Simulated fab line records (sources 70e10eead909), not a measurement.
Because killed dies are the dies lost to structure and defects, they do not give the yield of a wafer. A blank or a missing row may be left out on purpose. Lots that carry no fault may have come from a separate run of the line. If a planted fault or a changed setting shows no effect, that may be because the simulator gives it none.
One fault through the eyes of 3 desks || flow nandHarc || only its own numbers are on each desk; what lay behind them is given at the end

FROM THE METROLOGY DESK
What the gauges read, lot by lot, whatever tool the lot ran on: means of the sampled wafers that have a number. If a lot's mean is further than 4 standard deviations from the usual mean, the lot is out of limits and carries the mark OUT (the distance appears in the brackets).
Columns: A = cdNm at NHARC_A_SLIT_CD_MEAS_09, usual 299.9 nm; B = overlayXNm at NHARC_A_SLIT_OVL_MEAS_10, usual 0.1 nm; C = overlayYNm at NHARC_A_SLIT_OVL_MEAS_10, usual 0.0 nm
{"lot": "L520", "first seen here": "day 21 18:27", "A": 299.9, "B": 0.5, "C": -0.9}
{"lot": "L522", "first seen here": "day 22 20:52", "A": 300.7, "B": -0.9, "C": 0.0}
{"lot": "L528", "first seen here": "day 25 23:51", "A": 299.7, "B": 1.2, "C": 1.6}
{"lot": "L531", "first seen here": "day 26 00:09", "A": 299.7, "B": -0.8, "C": 0.6}
{"lot": "L530", "first seen here": "day 26 11:35", "A": 299.7, "B": -1.2, "C": -0.3}
{"lot": "L538", "first seen here": "day 30 05:16", "A": 300.1, "B": -1.1, "C": 1.5}
This desk's verdict: no lot among the 6 shows anything out of limits.

THE DEFECT DESK
Inspection counts along the route, by lot: the mean over sampled wafers that carry a number. If a lot's mean is further than 4 standard deviations from the usual mean, the lot is out of limits and carries the mark OUT (the distance appears in the brackets).
Columns: A = rawDefectCount at NHARC_A_SLIT_INSPECT_11, usual 59
{"lot": "L520", "first seen here": "day 21 18:34", "A": 29}
{"lot": "L522", "first seen here": "day 22 20:59", "A": 120}
{"lot": "L528", "first seen here": "day 25 23:58", "A": 51}
{"lot": "L531", "first seen here": "day 26 00:17", "A": 20}
{"lot": "L530", "first seen here": "day 26 11:42", "A": 90}
{"lot": "L538", "first seen here": "day 30 05:23", "A": 56}
This desk's verdict: no lot among the 6 shows anything out of limits.

THE TOOL OWNER'S DESK: harEtch-02
The tool's own readings at NHARC_A_SLIT_ETCH_17 (etches the open film in C4F8/O2/Ar, time 4254.5 s, target depth 20300 nm): means of the sampled wafers that have a number, for each lot that ran on this tool. If a lot's mean is further than 4 standard deviations from the usual mean, the lot is out of limits and carries the mark OUT (the distance appears in the brackets).
Columns: A = drypumpMotorCurrentA at NHARC_A_SLIT_ETCH_17, usual 5.98 A; B = o2FlowSccm at NHARC_A_SLIT_ETCH_17, usual 41.71 sccm; C = showerheadPlenumPTorr at NHARC_A_SLIT_ETCH_17, usual 3.68 Torr; D = throttleValvePct at NHARC_A_SLIT_ETCH_17, usual 32.045 %
{"lot": "L522", "first seen here": "day 22 23:38", "A": 6.06, "B": 41.68, "C": 3.81, "D": 32.035}
{"lot": "L531", "first seen here": "day 26 01:35", "A": 6.11, "B": 41.83, "C": 3.72, "D": 32.047}
{"lot": "L530", "first seen here": "day 26 14:04", "A": 6.04, "B": 41.74, "C": 3.78, "D": 32.045}
This desk's verdict: no lot among the 3 shows anything out of limits.

BROUGHT TOGETHER
Metrology desk: nothing out of limits seen.
No out-of-limits result turned up at the defect desk.
Nothing out of limits was seen by the tool owner's desk.

WHAT HAD BEEN PUT IN BY THE SIMULATOR
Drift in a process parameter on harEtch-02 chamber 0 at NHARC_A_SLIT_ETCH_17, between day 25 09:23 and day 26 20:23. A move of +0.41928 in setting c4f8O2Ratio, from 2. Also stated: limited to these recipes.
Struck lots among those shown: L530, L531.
